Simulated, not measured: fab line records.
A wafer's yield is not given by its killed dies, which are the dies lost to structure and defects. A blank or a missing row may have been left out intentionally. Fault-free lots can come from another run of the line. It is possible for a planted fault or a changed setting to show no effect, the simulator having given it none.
Which tool was responsible?	flow n5-finfet	24 lots, 72 wafers sampled, at 6 steps of a route of 1938

== WHAT THE GAUGES SHOWED, per wafer ==
N5_BEOL_M14_CD_MEAS_28: target cd 284.4 nm.
lot	measured	on	cd-nm (nm)
L074	day 12 07:12	cd-sem-03	282.8 281.4 283.8
L075	day 12 12:39	cd-sem-02	284.7 283.2 284.6
L077	day 12 13:13	cd-sem-02	282.9 284.6 284.4
L076	day 12 13:29	cd-sem-02	284.7 285.4 282.7
L079	day 12 22:10	cd-sem-01	285.1 282.7 284.3
L078	day 12 23:06	cd-sem-02	284.4 282.4 284.6
L080	day 13 10:41	cd-sem-03	282.3 282.8 281.7
L081	day 13 19:38	cd-sem-01	284.5 283.2 286.0
L082	day 13 19:48	cd-sem-03	282.3 282.3 282.7
L084	day 13 22:01	cd-sem-01	283.5 283.4 283.9
L083	day 14 12:04	cd-sem-02	284.6 283.6 287.0
L086	day 15 06:32	cd-sem-02	286.6 284.4 284.5
L085	day 15 17:13	cd-sem-01	285.8 282.4 281.9
L087	day 15 20:23	cd-sem-02	282.4 284.2 281.9
L090	day 16 07:08	cd-sem-01	282.8 282.8 281.3
L089	day 16 13:25	cd-sem-01	282.9 282.2 285.1
L088	day 16 13:52	cd-sem-03	281.2 283.3 282.5
L092	day 17 01:43	cd-sem-02	281.8 283.0 283.4
L091	day 17 06:47	cd-sem-01	283.3 286.0 286.2
L094	day 17 12:59	cd-sem-03	284.1 283.4 283.9
L093	day 17 16:07	cd-sem-02	284.4 284.8 284.7
L095	day 17 16:47	cd-sem-02	285.2 283.1 284.1
L096	day 17 21:23	cd-sem-01	283.8 285.3 286.0
L097	day 18 06:38	cd-sem-03	282.9 283.0 285.5

N5_BEOL_M14_INSPECT_55: inspects for defects (darkfield).
lot	measured	on	raw-defect-count
L074	day 12 11:49	defect-inspect-02	106 91 119
L075	day 12 17:59	defect-inspect-02	48 47 62
L077	day 12 18:00	defect-inspect-01	52 48 50
L076	day 12 18:29	defect-inspect-01	49 56 48
L079	day 13 02:11	defect-inspect-02	50 101 84
L078	day 13 02:11	defect-inspect-01	65 86 56
L080	day 13 17:27	defect-inspect-01	72 35 48
L081	day 13 22:32	defect-inspect-01	66 38 84
L082	day 14 02:46	defect-inspect-01	46 55 47
L084	day 14 02:46	defect-inspect-02	89 64 78
L083	day 14 15:50	defect-inspect-02	78 89 99
L086	day 15 10:15	defect-inspect-02	57 82 113
L085	day 15 23:11	defect-inspect-01	36 15 36
L087	day 15 23:56	defect-inspect-02	73 85 107
L090	day 16 11:29	defect-inspect-02	48 87 120
L089	day 16 17:38	defect-inspect-02	35 66 50
L088	day 16 19:00	defect-inspect-02	57 66 79
L092	day 17 04:46	defect-inspect-02	47 89 78
L091	day 17 09:59	defect-inspect-01	67 121 64
L094	day 17 19:32	defect-inspect-01	48 65 69
L093	day 17 19:31	defect-inspect-02	83 109 77
L095	day 17 20:07	defect-inspect-02	64 60 65
L096	day 18 03:43	defect-inspect-01	62 90 62
L097	day 18 09:44	defect-inspect-02	64 73 52

== WHAT TOOL EACH LOT RAN ON (gives the tool, then ch and the chambers of the sampled wafers, and finally the start) ==
lot	N5_BEOL_M14_STRIP_63	N5_BEOL_M14_TRENCH_ETCH_34	N5_BEOL_M14_PRE_CLEAN_42	N5_BEOL_M14_SPUTTER_45
L074	rie-diel-02 ch 1,2,3, day 12 07:12 or earlier	rie-diel-04 ch 0,1,2, day 12 07:44	pvd-sputter-01, day 12 10:24	pvd-sputter-01, day 12 10:36
L075	rie-diel-04 ch 0,3, day 12 12:39 or earlier	rie-diel-02 ch 1,2, day 12 13:37	pvd-sputter-03, day 12 16:44	pvd-sputter-03, day 12 16:56
L077	rie-diel-03 ch 0,2,3, day 12 13:13 or earlier	rie-diel-03 ch 1,2,3, day 12 13:45	pvd-sputter-01, day 12 16:45	pvd-sputter-01, day 12 16:57
L076	rie-diel-02 ch 2,3, day 12 13:29 or earlier	rie-diel-02 ch 1,2, day 12 14:11	pvd-sputter-01, day 12 17:14	pvd-sputter-01, day 12 17:26
L079	rie-diel-04 ch 1,2,3, day 12 22:10 or earlier	rie-diel-03 ch 1,2,3, day 12 22:44	pvd-sputter-02, day 13 00:55	pvd-sputter-02, day 13 01:07
L078	rie-diel-02 ch 0,1,2, day 12 23:06 or earlier	rie-diel-03 ch 1,3, day 12 23:38	pvd-sputter-01, day 13 00:56	pvd-sputter-01, day 13 01:08
L080	rie-diel-02 ch 1,3, day 13 10:41 or earlier	rie-diel-02 ch 0,3, day 13 11:13	pvd-sputter-03, day 13 15:57	pvd-sputter-03, day 13 16:09
L081	rie-diel-03 ch 1,3, day 13 19:38 or earlier	rie-diel-04 ch 1,3, day 13 20:19	pvd-sputter-02, day 13 21:17	pvd-sputter-02, day 13 21:29
L082	rie-diel-02 ch 1,2,3, day 13 19:48 or earlier	rie-diel-03 ch 0,1,3, day 13 20:21	pvd-sputter-02, day 14 01:31	pvd-sputter-02, day 14 01:43
L084	rie-diel-04 ch 0,2,3, day 13 22:01 or earlier	rie-diel-03 ch 0,1,3, day 13 22:33	pvd-sputter-03, day 14 01:31	pvd-sputter-03, day 14 01:43
L083	rie-diel-04 ch 0,2,3, day 14 12:04 or earlier	rie-diel-04 ch 0,1,3, day 14 12:37	pvd-sputter-03, day 14 14:35	pvd-sputter-03, day 14 14:47
L086	rie-diel-03 ch 0,1,2, day 15 06:32 or earlier	rie-diel-02 ch 0,1,2, day 15 07:05	pvd-sputter-01, day 15 08:55	pvd-sputter-01, day 15 09:07
L085	rie-diel-03 ch 0,1,2, day 15 17:13 or earlier	rie-diel-04 ch 0,2,3, day 15 17:46	pvd-sputter-02, day 15 21:29	pvd-sputter-02, day 15 21:41
L087	rie-diel-02 ch 0,3, day 15 20:23 or earlier	rie-diel-04 ch 0,3, day 15 20:56	pvd-sputter-01, day 15 21:59	pvd-sputter-01, day 15 22:11
L090	rie-diel-02 ch 1,2, day 16 07:08 or earlier	rie-diel-03 ch 0,2,3, day 16 07:41	pvd-sputter-01, day 16 10:13	pvd-sputter-01, day 16 10:25
L089	rie-diel-03 ch 1,2, day 16 13:25 or earlier	rie-diel-03 ch 1,2, day 16 13:57	pvd-sputter-02, day 16 16:22	pvd-sputter-02, day 16 16:34
L088	rie-diel-03 ch 0,1,2, day 16 13:52 or earlier	rie-diel-03 ch 0,2, day 16 14:40	pvd-sputter-02, day 16 17:25	pvd-sputter-02, day 16 17:37
L092	rie-diel-02 ch 0,1,3, day 17 01:43 or earlier	rie-diel-04 ch 1,3, day 17 02:19	pvd-sputter-01, day 17 03:22	pvd-sputter-01, day 17 03:34
L091	rie-diel-03 ch 0,1,3, day 17 06:47 or earlier	rie-diel-04 ch 1,3, day 17 07:29	pvd-sputter-01, day 17 08:41	pvd-sputter-01, day 17 08:53
L094	rie-diel-02 ch 0,1,3, day 17 12:59 or earlier	rie-diel-03 ch 0,1, day 17 13:31	pvd-sputter-01, day 17 18:16	pvd-sputter-01, day 17 18:28
L093	rie-diel-03 ch 0,1,3, day 17 16:07 or earlier	rie-diel-03 ch 0,1,3, day 17 16:44	pvd-sputter-03, day 17 18:16	pvd-sputter-03, day 17 18:28
L095	rie-diel-03 ch 0,1,3, day 17 16:47 or earlier	rie-diel-04 ch 0,2, day 17 17:42	pvd-sputter-03, day 17 18:45	pvd-sputter-03, day 17 18:57
L096	rie-diel-03 ch 1,2, day 17 21:23 or earlier	rie-diel-04 ch 0,1,2, day 17 21:55	pvd-sputter-02, day 18 01:55	pvd-sputter-02, day 18 02:07
L097	rie-diel-04 ch 0,1, day 18 06:38 or earlier	rie-diel-02 ch 2,3, day 18 07:11	pvd-sputter-03, day 18 08:23	pvd-sputter-03, day 18 08:35
- N5_BEOL_M14_STRIP_63: strips in O2.
- N5_BEOL_M14_TRENCH_ETCH_34: etches SiO2 in C4F8/O2/Ar, target depth 556.65 nm, time 126.9 s.
- N5_BEOL_M14_PRE_CLEAN_42: time 30 s.
- N5_BEOL_M14_SPUTTER_45: material Cu, target thk 100 nm, time 16.67 s.

== AS READ BY THE TOOLS THEMSELVES (means over the sampled wafers that have a number; for cases with no such wafer, the mark the record gives instead) ==
N5_BEOL_M14_STRIP_63.
lot	tool	drypump-motor-current-A (A)	oes-product-au (a.u.)	rf-vpp-V (V)	showerhead-plenum-p-Torr (Torr)	throttle-valve-pct (%)
L074	rie-diel-02	5.8	0.71	3.7	2.09	16.74
L075	rie-diel-04	5.5	0.86	4.1	2.05	16.48
L077	rie-diel-03	6.1	0.74	3.4	2.18	16.61
L076	rie-diel-02	6.1	0.68	4.2	2.12	16.70
L079	rie-diel-04	5.9	0.78	3.5	2.05	16.72
L078	rie-diel-02	5.6	0.82	3.7	2.07	16.66
L080	rie-diel-02	6.0	0.71	3.4	2.06	16.67
L081	rie-diel-03	6.1	0.81	3.5	2.19	16.53
L082	rie-diel-02	5.8	0.71	4.1	2.09	16.76
L084	rie-diel-04	5.9	0.80	3.8	2.04	16.62
L083	rie-diel-04	5.9	0.79	3.8	2.04	16.62
L086	rie-diel-03	6.1	0.74	3.3	2.15	16.73
L085	rie-diel-03	6.1	0.74	3.5	2.15	16.73
L087	rie-diel-02	5.9	0.85	3.8	2.06	16.52
L090	rie-diel-02	5.6	0.68	4.0	2.10	16.87
L089	rie-diel-03	6.1	0.77	3.1	2.15	16.69
L088	rie-diel-03	6.1	0.74	3.0	2.15	16.74
L092	rie-diel-02	5.7	0.87	3.5	2.04	16.48
L091	rie-diel-03	6.1	0.75	4.5	2.16	16.70
L094	rie-diel-02	5.8	0.86	4.4	2.04	16.52
L093	rie-diel-03	6.2	0.74	3.9	2.16	16.70
L095	rie-diel-03	6.1	0.74	3.9	2.16	16.70
L096	rie-diel-03	6.1	0.85	3.2	2.14	16.57
L097	rie-diel-04	5.9	0.78	4.0	2.02	16.63

N5_BEOL_M14_TRENCH_ETCH_34.
lot	tool	C4F8_flow_sccm (sccm)	drypump-motor-current-A (A)	oes-product-au (a.u.)	rf-vpp-V (V)	showerhead-plenum-p-Torr (Torr)	throttle-valve-pct (%)
L074	rie-diel-04	16.02	6.1	0.79	2224	3.36	30.92
L075	rie-diel-02	16.00	5.6	0.71	2193	3.45	30.99
L077	rie-diel-03	16.02	6.1	0.78	2227	3.55	30.79
L076	rie-diel-02	15.96	5.6	0.71	2194	3.45	30.99
L079	rie-diel-03	15.99	6.1	0.78	2227	3.55	30.81
L078	rie-diel-03	15.96	6.1	0.81	2172	3.57	30.77
L080	rie-diel-02	16.01	6.0	0.88	2241	3.39	30.82
L081	rie-diel-04	16.00	5.7	0.82	2192	3.32	30.86
L082	rie-diel-03	15.98	6.2	0.78	2183	3.55	30.91
L084	rie-diel-03	15.99	6.2	0.77	2183	3.55	30.91
L083	rie-diel-04	15.93	5.7	0.82	2217	3.32	30.71
L086	rie-diel-02	15.98	5.6	0.78	2223	3.39	30.94
L085	rie-diel-04	15.98	5.9	0.78	2242	3.36	30.89
L087	rie-diel-04	15.98	5.8	0.83	2243	3.32	30.58
L090	rie-diel-03	15.98	6.1	0.72	2210	3.55	30.80
L089	rie-diel-03	16.00	6.0	0.72	2282	3.51	30.83
L088	rie-diel-03	16.00	6.2	0.70	2219	3.53	30.93
L092	rie-diel-04	15.98	5.7	0.78	2190	3.31	30.87
L091	rie-diel-04	16.07	5.5	0.80	2210	3.31	30.82
L094	rie-diel-03	16.05	6.2	0.73	2191	3.51	31.07
L093	rie-diel-03	16.01	6.2	0.75	2181	3.53	30.95
L095	rie-diel-04	16.07	6.2	0.85	2247	3.35	30.69
L096	rie-diel-04	15.96	6.1	0.84	2222	3.34	30.84
L097	rie-diel-02	16.02	6.1	0.95	2187	3.42	30.50

N5_BEOL_M14_PRE_CLEAN_42.
lot	tool	heater-power-w (W)
L074	pvd-sputter-01	438
L075	pvd-sputter-03	524
L077	pvd-sputter-01	446
L076	pvd-sputter-01	479
L079	pvd-sputter-02	477
L078	pvd-sputter-01	465
L080	pvd-sputter-03	564
L081	pvd-sputter-02	501
L082	pvd-sputter-02	511
L084	pvd-sputter-03	496
L083	pvd-sputter-03	539
L086	pvd-sputter-01	471
L085	pvd-sputter-02	488
L087	pvd-sputter-01	482
L090	pvd-sputter-01	439
L089	pvd-sputter-02	471
L088	pvd-sputter-02	465
L092	pvd-sputter-01	478
L091	pvd-sputter-01	501
L094	pvd-sputter-01	443
L093	pvd-sputter-03	540
L095	pvd-sputter-03	595
L096	pvd-sputter-02	486
L097	pvd-sputter-03	524

N5_BEOL_M14_SPUTTER_45.
lot	tool	throttle-valve-pct (%)
L074	pvd-sputter-01	30.0
L075	pvd-sputter-03	30.8
L077	pvd-sputter-01	29.1
L076	pvd-sputter-01	29.8
L079	pvd-sputter-02	30.0
L078	pvd-sputter-01	30.8
L080	pvd-sputter-03	31.0
L081	pvd-sputter-02	30.3
L082	pvd-sputter-02	30.3
L084	pvd-sputter-03	30.0
L083	pvd-sputter-03	29.3
L086	pvd-sputter-01	29.8
L085	pvd-sputter-02	30.9
L087	pvd-sputter-01	30.1
L090	pvd-sputter-01	29.8
L089	pvd-sputter-02	30.0
L088	pvd-sputter-02	29.9
L092	pvd-sputter-01	29.8
L091	pvd-sputter-01	30.6
L094	pvd-sputter-01	30.1
L093	pvd-sputter-03	30.2
L095	pvd-sputter-03	30.7
L096	pvd-sputter-02	31.1
L097	pvd-sputter-03	30.7

== THE ANSWER, worked out from the rows above alone ==
Rule: usual is defined by the lots themselves. Put in order of their means at a reading, lots are off if they are a third of the lots or fewer, leave a main group of 4 or more, and stand apart from it by a gap of 3 or more times the standard deviation of the main group's means; of several such gaps the widest counts. Not used: any main group whose means are identical at the precision the tables above print for the reading. A lot without any number at a reading at which 4 lots or more have one is off too. Where the step has rows for the other lots, those lots are counted as sound. First the gauges in route order, then the tools' own readings, where a lot's mean is used as printed above. At the first step where some lot is off, the reading lying furthest off is the one used; lots without a number count as furthest.
None of the lots is off at any reading shown; this tells nothing.

== WHAT THE SIMULATOR HAD PUT IN ==
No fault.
